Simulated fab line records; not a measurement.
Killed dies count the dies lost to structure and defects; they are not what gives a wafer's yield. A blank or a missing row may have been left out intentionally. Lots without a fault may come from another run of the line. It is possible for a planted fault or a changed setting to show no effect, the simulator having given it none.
Which tool was responsible? | flow n5-finfet | 30 wafers from 10 lots sampled at 2 of the route's 1938 steps

## WHAT EACH GAUGE READ, for each wafer
N5_BEOL_M4_RC_MEAS_101.
lot  | measured     | on        | RS_NWELL (ohm/sq)
L686 | day 7 17:38  | prober-01 | 1027 1033 1027
L687 | day 8 04:54  | prober-01 | 1037 1032 1041
L691 | day 9 14:31  | prober-01 | 1032 1048 1036
L693 | day 9 16:41  | prober-01 | 1041 1037 1031
L696 | day 10 14:10 | prober-02 | 826 823 820
L700 | day 11 14:25 | prober-01 | 823 824 820
L706 | day 13 21:21 | prober-02 | 1033 1035 1044
L707 | day 13 03:45 | prober-02 | 1029 1032 1038
L708 | day 13 21:41 | prober-01 | 1032 1031 1030
L709 | day 14 04:16 | prober-02 | 1042 1047 1037

## WHAT TOOL EACH LOT RAN ON (gives the tool, then ch and the chambers of the sampled wafers, and finally the start)
lot  | N5_WELL_APT_IMPLANT_14
L686 | implanter-02 ch 0, day 1 14:06
L687 | implanter-02 ch 0, day 1 20:07
L691 | implanter-01 ch 0, day 2 20:29
L693 | implanter-01 ch 0, day 3 07:59
L696 | implanter-02 ch 0, day 4 01:53
L700 | implanter-02 ch 0, day 5 02:11
L706 | implanter-01 ch 0, day 6 14:20
L707 | implanter-01 ch 0, day 6 19:47
L708 | implanter-01 ch 0, day 7 02:05
L709 | implanter-02 ch 0, day 7 07:44
- N5_WELL_APT_IMPLANT_14

## THE ANSWER, worked out from the rows above alone
Rule: usual is defined by the lots themselves. Put in order of their means at a reading, lots are off if they are a third of the lots or fewer, leave a main group of 4 or more, and stand apart from it by a gap of 3 or more times the standard deviation of the main group's means; of several such gaps the widest counts. A main group whose means are all the same, to the digits that the tables above print for the reading, isn't used. Also off: a lot with no number at a reading for which 4 or more lots have one. Any other lot the step has rows for is counted as sound.
Off: at N5_BEOL_M4_RC_MEAS_101 (RS_NWELL), L696, L700. Main group: mean 1036 ohm/sq, sd 4.
If a tool, at a process step before that reading, ran all the lots that are off and no sound lot after the first of them, it fits. Gauges at N5_BEOL_M4_RC_MEAS_101: tried the same way as those tools. Not one of the candidates tried fits.

## WHAT HAD BEEN PUT IN BY THE SIMULATOR
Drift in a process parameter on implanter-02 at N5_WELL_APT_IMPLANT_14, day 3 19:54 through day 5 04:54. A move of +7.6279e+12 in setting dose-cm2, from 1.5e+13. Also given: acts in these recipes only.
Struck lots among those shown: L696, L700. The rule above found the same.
